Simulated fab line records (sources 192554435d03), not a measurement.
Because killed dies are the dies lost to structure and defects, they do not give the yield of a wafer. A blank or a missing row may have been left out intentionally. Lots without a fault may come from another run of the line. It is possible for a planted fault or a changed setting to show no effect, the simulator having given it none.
Chamber matching + flow n5Finfet + N5_HKMG_FIN_STRIP_34 on rieDiel-03: 4 sister chambers
The step strips in CF4. 4 wafers are shown with their chamber, then 11 later ones without.

## WAFERS, EACH WITH ITS CHAMBER
| wafer  | chamber | drypumpMotorCurrentA (A) |
|--------|---------|--------------------------|
| L088.3 | 2       | 5.3                      |
| L090.1 | 3       | 6.3                      |
| L090.4 | 0       | 5.7                      |
| L089.2 | 1       | 5.2                      |

## WAFERS WITH NO CHAMBER GIVEN
| wafer  | drypumpMotorCurrentA (A) |
|--------|--------------------------|
| L089.3 | 5.6                      |
| L089.4 | 6.3                      |
| L091.3 | 5.7                      |
| L091.5 | 5.2                      |
| L091.6 | 5.7                      |
| L092.3 | 5.2                      |
| L092.4 | 6.3                      |
| L092.6 | 5.3                      |
| L097.2 | 5.3                      |
| L097.4 | 5.3                      |
| L097.5 | 5.7                      |

## EACH ONE'S CHAMBER
| wafer  | from the rows above | in truth                   |
|--------|---------------------|----------------------------|
| L089.3 | 0                   | 0                          |
| L089.4 | 3                   | 3                          |
| L091.3 | 0                   | 0                          |
| L091.5 | 1                   | 1                          |
| L091.6 | 0                   | 0                          |
| L092.3 | 1                   | 1                          |
| L092.4 | 3                   | 3                          |
| L092.6 | 2                   | 2                          |
| L097.2 | 2                   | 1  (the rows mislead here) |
| L097.4 | 2                   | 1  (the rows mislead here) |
| L097.5 | 0                   | 0                          |
Correct placement for 9 of the 11. Number that these rows cannot place: 0. Wrongly placed: 2.
How it was worked out, from the rows above alone: a wafer's distance from a chamber is the root of the sum, over the readings, of the square of ((its reading less the chamber's mean) divided by the reading's scatter). The wafer belongs to the nearest chamber; if the next one is less than 2 further off, it can't be placed. A chamber's mean is the mean of its shown wafers. The scatter: root of mean squared gap, hidden wafer to nearest shown wafer, with one shown wafer a chamber.
